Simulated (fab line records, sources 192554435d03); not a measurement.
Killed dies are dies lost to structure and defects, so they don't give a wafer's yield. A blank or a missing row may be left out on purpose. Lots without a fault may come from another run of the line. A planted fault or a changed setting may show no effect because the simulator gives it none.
Split-lot experiment | flow n5_finfet | 7 lots, 21 wafers read, on a route of 1938 steps

THE SPLIT
At N5_BEOL_M6_ETCH_62 (etches SOC in N2/H2, target depth 110 nm, overetch 22 nm, time 165 s), the setting time_s was moved away from the recipe's 165 s on 5 of the 21 wafers read, by -18.7% to -9.6%. The other wafers ran this setting at the recipe's value.

The reading is taken at the split's own step.

THE READING
SiARC_of_BEOL_M6_COAT_60.thk_nm (the simulator's own value, which no gauge read), in nm, at N5_BEOL_M6_ETCH_62 (etches SOC in N2/H2, target depth 110 nm, overetch 22 nm, time 165 s). The file gives no usual value for it. The 16 wafers here that ran the recipe average 28.5 nm, standard deviation 0.21 nm.

wafer  | tool, chamber at the split | time_s as run, s | against the recipe | SiARC_of_BEOL_M6_COAT_60.thk_nm, nm | against lot-mates on the recipe
L077.1 | rie_diel-06, 0             | 165              | recipe             | 28.8                                | -
L077.3 | rie_diel-06, 1             | 165              | recipe             | 28.4                                | -
L077.5 | rie_diel-06, 1             | 165              | recipe             | 28.6                                | -
L079.1 | rie_diel-06, 0             | 134.1            | -18.7%             | 30                                  | +1.6
L079.2 | rie_diel-06, 3             | 165              | recipe             | 28.4                                | -
L079.4 | rie_diel-06, 2             | 134.1            | -18.7%             | 29.8                                | +1.4
L083.4 | rie_diel-04, 3,1           | 165              | recipe             | 28.4                                | -
L083.5 | rie_diel-04, 3,1           | 165              | recipe             | 28.4                                | -
L083.6 | rie_diel-04, 2             | 165              | recipe             | 28.2                                | -
L084.2 | rie_diel-06, 2,0           | 144.1            | -12.7%             | 29.4                                | +0.8
L084.3 | rie_diel-06, 2,0           | 144.1            | -12.7%             | 29.4                                | +0.8
L084.5 | rie_diel-06, 2             | 165              | recipe             | 28.6                                | -
L086.2 | rie_diel-04, 2             | 149.1            | -9.6%              | 28.8                                | +0.4
L086.4 | rie_diel-04, 1,3           | 165              | recipe             | 28.4                                | -
L086.5 | rie_diel-04, 1,3           | 165              | recipe             | 28.4                                | -
L087.1 | rie_diel-06, 1             | 165              | recipe             | 28.6                                | -
L087.3 | rie_diel-06, 0             | 165              | recipe             | 28.8                                | -
L087.6 | rie_diel-06, 0             | 165              | recipe             | 28.8                                | -
L094.1 | rie_diel-03, 0,3,0         | 165              | recipe             | 28.2                                | -
L094.2 | rie_diel-03, 0,3,0         | 165              | recipe             | 28.2                                | -
L094.6 | rie_diel-03, 0,3,0         | 165              | recipe             | 28.2                                | -
Where a row lists several chambers, the file gives one row for several wafers and doesn't say which wafer went through which chamber.

THE FIT
A straight line over all 21 wafers: SiARC_of_BEOL_M6_COAT_60.thk_nm changes by -0.0731 nm for each +1% of time_s; r = -0.92; the points scatter about the line by 0.21 nm.
The same after taking each lot's own level away (the mean of its wafers on the recipe; 21 wafers): -0.0729 nm for each +1%; r = -0.97; scatter 0.13 nm.
On that fit, the largest move of time_s shifts the reading by 1.4 nm.
The lots' own levels span 28.20 to 28.73 nm, that is 2.6 times the standard deviation above.
So the lot-to-lot level changes the slope little: the two slopes agree.
Check: with one of the wafers moved furthest among these (-18.7%) left out of the fit, the line predicts +1.24 nm for it against its lot-mates. It came out at +1.6 nm against them.

OTHER SPLITS ON THESE WAFERS
These wafers also went through other splits before the reading. Each is held against what the fit with the lots' levels taken away leaves over:
other split on the same wafers | wafers away from the commonest value | r with SiARC_of_BEOL_M6_COAT_60.thk_nm (lot level and that fit taken away)
N5_BEOL_M5_COAT_22 spin_rpm    | 5                                    | +0.02

THE FILE'S OWN FIT
SiARC_of_BEOL_M6_COAT_60.thk_nm changes by -0.0697 nm for each +1% of time_s, r = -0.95.
